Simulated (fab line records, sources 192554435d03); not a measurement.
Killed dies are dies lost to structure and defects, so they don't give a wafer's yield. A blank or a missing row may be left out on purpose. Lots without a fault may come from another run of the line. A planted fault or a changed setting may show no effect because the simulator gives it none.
One fault seen from 3 desks | flow n5_finfet | each desk has only its own numbers; what lay behind them comes last

THE DEFECT DESK
What the inspections along the route counted, lot by lot: means of the sampled wafers that have a number. A lot is out of limits, marked OUT, if its mean lies more than 4 standard deviations from the usual mean; the brackets give that distance.
Columns: A = raw_defect_count at N5_BEOL_M5_INSPECT_30, usual 405
lot  | first seen here | A
L306 | day 8 23:53     | 384
L304 | day 10 02:30    | 370
L309 | day 10 06:31    | 464
L321 | day 13 06:38    | 406
L322 | day 13 07:03    | 423
L324 | day 14 08:19    | 360
L325 | day 14 12:12    | 440
L327 | day 14 17:51    | 426
L326 | day 14 18:07    | 416
This desk's finding: nothing out of limits on any of the 9 lots.

THE METROLOGY DESK
What the gauges read, lot by lot, whatever tool the lot ran on: means of the sampled wafers that have a number. A lot is out of limits, marked OUT, if its mean lies more than 4 standard deviations from the usual mean; the brackets give that distance. Of its 10 readings 7 are shown: those that lie furthest out on some lot.
Columns: A = DIBL_N at N5_BEOL_M4_RC_MEAS_101, usual 37.1 mV/V; B = IOFF_N at N5_BEOL_M4_RC_MEAS_101, usual 0.17 nA/um; C = IOFF_P at N5_BEOL_M4_RC_MEAS_101, usual 0.22 nA/um; D = ION_N at N5_BEOL_M4_RC_MEAS_101, usual 680 uA/um; E = SS_N at N5_BEOL_M4_RC_MEAS_101, usual 71.7 mV/dec; F = SS_P at N5_BEOL_M4_RC_MEAS_101, usual 73.6 mV/dec; G = VT_P at N5_BEOL_M4_RC_MEAS_101, usual -251 mV
lot  | first seen here | A    | B    | C    | D   | E    | F    | G
L306 | day 8 19:38     | 35.4 | 0.17 | 0.20 | 677 | 71.6 | 73.3 | -252
L304 | day 9 21:03     | 38.5 | 0.19 | 0.23 | 687 | 71.9 | 73.4 | -249
L309 | day 10 00:26    | 38.1 | 0.19 | 0.23 | 691 | 71.9 | 74.1 | -249
L321 | day 12 22:01    | 37.2 | 0.16 | 0.21 | 677 | 71.8 | 73.3 | -250
L322 | day 12 22:56    | 34.3 | 0.14 | 0.21 | 678 | 71.0 | 73.4 | -250
L324 | day 14 01:49    | 36.4 | 0.16 | 0.21 | 672 | 71.9 | 72.9 | -251
L325 | day 14 06:01    | 37.7 | 0.18 | 0.22 | 680 | 71.9 | 73.6 | -251
L326 | day 14 10:52    | 39.2 | 0.18 | 0.23 | 674 | 72.1 | 74.1 | -248
L327 | day 14 13:47    | 37.7 | 0.19 | 0.26 | 686 | 72.3 | 73.2 | -244
This desk's finding: nothing out of limits on any of the 9 lots.

THE TOOL OWNER'S DESK: rie_diel-02
The tool's own readings at N5_BEOL_M5_STRIP_36 (strips in N2/H2): means of the sampled wafers that have a number, for each lot that ran on this tool. A lot is out of limits, marked OUT, if its mean lies more than 4 standard deviations from the usual mean; the brackets give that distance. Of its 8 readings 7 are shown: those that lie furthest out on some lot.
Columns: A = bias_power_w at N5_BEOL_M5_STRIP_36, usual 7.003 W; B = drypump_motor_current_A at N5_BEOL_M5_STRIP_36, usual 5.8 A; C = h2_flow_sccm at N5_BEOL_M5_STRIP_36, usual 200.0 sccm; D = oes_product_au at N5_BEOL_M5_STRIP_36, usual 0.81 a.u.; E = rf_vpp_V at N5_BEOL_M5_STRIP_36, usual 59.2 V; F = showerhead_plenum_p_Torr at N5_BEOL_M5_STRIP_36, usual 2.56 Torr; G = throttle_valve_pct at N5_BEOL_M5_STRIP_36, usual 23.8 %
lot  | first seen here | A     | B   | C     | D    | E    | F    | G
L306 | day 9 00:09     | 7.003 | 6.1 | 200.2 | 0.83 | 58.3 | 2.52 | 23.7
L309 | day 10 07:12    | 7.021 | 5.9 | 200.4 | 0.83 | 58.6 | 2.57 | 23.7
L324 | day 14 08:52    | 6.986 | 5.9 | 199.5 | 0.88 | 58.9 | 2.61 | 23.7
L327 | day 14 18:07    | 7.004 | 5.5 | 199.9 | 0.79 | 58.7 | 2.55 | 23.9
This desk's finding: nothing out of limits on any of the 4 lots.

PUT TOGETHER
The defect desk saw nothing out of limits.
The metrology desk saw nothing out of limits.
The tool owner's desk saw nothing out of limits.

WHAT THE SIMULATOR HAD PUT IN
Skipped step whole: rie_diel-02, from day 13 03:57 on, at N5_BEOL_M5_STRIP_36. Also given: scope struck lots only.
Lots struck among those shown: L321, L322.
